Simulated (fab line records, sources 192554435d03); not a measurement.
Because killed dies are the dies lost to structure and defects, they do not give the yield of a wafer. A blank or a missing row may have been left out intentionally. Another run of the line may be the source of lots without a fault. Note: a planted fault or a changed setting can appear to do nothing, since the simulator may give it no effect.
Problem report, 8D (eight disciplines) form, completed by code / flow n5-finfet / the parts of the form that need people (team, actions taken, sign-off) are left out

## 1. WHAT IS WRONG
raw-defect-count at N5_BEOL_M1_INSPECT_59 reads a mean of 331 on 1 wafer of 1 lot; wafers without a fault read 73 with a standard deviation of 21. Measured from the usual mean, that is +12 standard deviations.
The step: inspects for defects (darkfield).
Earliest sighting: wafer L470.1 on defect-inspect-02 at day 8 23:46. At this step, 30 wafers from 10 lots have a number in the record. Rule for "out" (also "out of limits"): further than 4 standard deviations from the usual mean. The rest of the wafers with a number are treated as sound.

## 2. WHAT IT IS; WHAT IT IS NOT
question=which readings at this step | is=raw-defect-count | is not=-
question=which lots | is=L470 | is not=L462, L463, L464, L465, L466, L467, L480, L483, L485
question=which wafers of those lots | is=L470.1 | is not=L470.2, L470.4
question=read on which gauges | is=defect-inspect-02 | is not=defect-inspect-01
question=when | is=from day 8 23:46 | is not=up to then (20 sound wafers); but 9 sound wafers of L480, L483, L485 came after

## 3. THE SUSPECTS, EACH WITH WHAT RULES IT OUT
Counting: a tool at a process step up to the reading stays a suspect if it ran every lot that is out. Sound lots after the first of them don't rule it out here, since some wafers of a struck lot are sound.
- the gauge at N5_BEOL_M1_INSPECT_59 is ruled out. All the wafers that are out were read on defect-inspect-02, but those of them that N5_PASSIVATION_PROBE_49 has rows for are out there too, on other tools.
- pvd-sputter-01 at N5_BEOL_M1_SPUTTER_94 (material Cu, target thk 4.5 nm, time 8.29 s): kept. It processed L470, the lot that is out, at day 8 22:27, and its most recent sound lot before then was L466 at day 7 11:28.
- cvd-co-01 at N5_BEOL_M1_PRE_CLEAN_60 (time 15 s): kept. It processed L470, the lot that is out, at day 8 23:31, and its most recent sound lot before then was L467 at day 7 19:11.
- At N5_BEOL_M1_PRE_CLEAN_60 on cvd-co-01, chamber 2 took the sound wafers of the same lots and chamber 0 took the wafers that are out.
Left after counting: pvd-sputter-01 at N5_BEOL_M1_SPUTTER_94, cvd-co-01 at N5_BEOL_M1_PRE_CLEAN_60.

## 4. THE CAUSE (what the simulator had put in)
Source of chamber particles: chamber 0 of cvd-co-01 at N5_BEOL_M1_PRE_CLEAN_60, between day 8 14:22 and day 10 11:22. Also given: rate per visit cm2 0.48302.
After counting, 2 suspects remain, this tool included.

## 5. SEQUENCE OF EFFECTS, ordered by route
Each row: a reading where the mean over the struck wafers with a number is more than 3 standard deviations away from the usual. Scope: only readings with a usual standard deviation given in the record; hours: median across lots of the time from each lot's start at the first step in this table that gives one to its start at this step; sigmas: change in usual standard deviations.
hours=0; step=N5_BEOL_M1_INSPECT_59; reading=raw-defect-count; usual=73; on struck wafers=331; change=+258; sigmas=+12
hours=149; step=N5_PASSIVATION_PROBE_49; reading=defect-limited-yield; usual=91.3 %; on struck wafers=83.1; change=-8.2; sigmas=-5.9
hours=149; step=N5_PASSIVATION_PROBE_49; reading=killed_at_M0_to_M3; usual=33; on struck wafers=111; change=+78; sigmas=+7.1
hours=149; step=N5_PASSIVATION_PROBE_49; reading=killed-dies; usual=102; on struck wafers=199; change=+97; sigmas=+5.7
hours=149; step=N5_PASSIVATION_PROBE_49; reading=killed-on-rim; usual=13; on struck wafers=28; change=+15; sigmas=+3.7
hours=149; step=N5_PASSIVATION_PROBE_49; reading=sort_bin_5_function; usual=5.1 %; on struck wafers=10.9; change=+5.8; sigmas=+6.6
hours=149; step=N5_PASSIVATION_PROBE_49; reading=sort-n-pass; usual=1078; on struck wafers=981; change=-97; sigmas=-5.7
hours=149; step=N5_PASSIVATION_PROBE_49; reading=sort-yield-pct; usual=91.3 %; on struck wafers=83.1; change=-8.2; sigmas=-5.9
Process steps it contains:
- N5_PASSIVATION_PROBE_49
Later steps that measure or inspect, where all struck wafers having a row at the step show a number for every such reading and not one has moved that far: N5_BEOL_M4_RC_MEAS_101.

## 6. WHAT WOULD HAVE CAUGHT IT SOONER
Counted from the fault's start at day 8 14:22, it took 9 hours until the first out-of-limits reading at a measuring or inspecting step in this record, taken at day 8 23:46.
Tool readings at N5_BEOL_M1_PRE_CLEAN_60 with a usual standard deviation given in the record: none out on any struck wafer, hence no alarm at a limit of 4 standard deviations on them.
All the lots that are out (1) had begun N5_BEOL_M1_PRE_CLEAN_60 on cvd-co-01 by day 8 23:46. Had the tool been put on hold then, not one of them would have been saved.
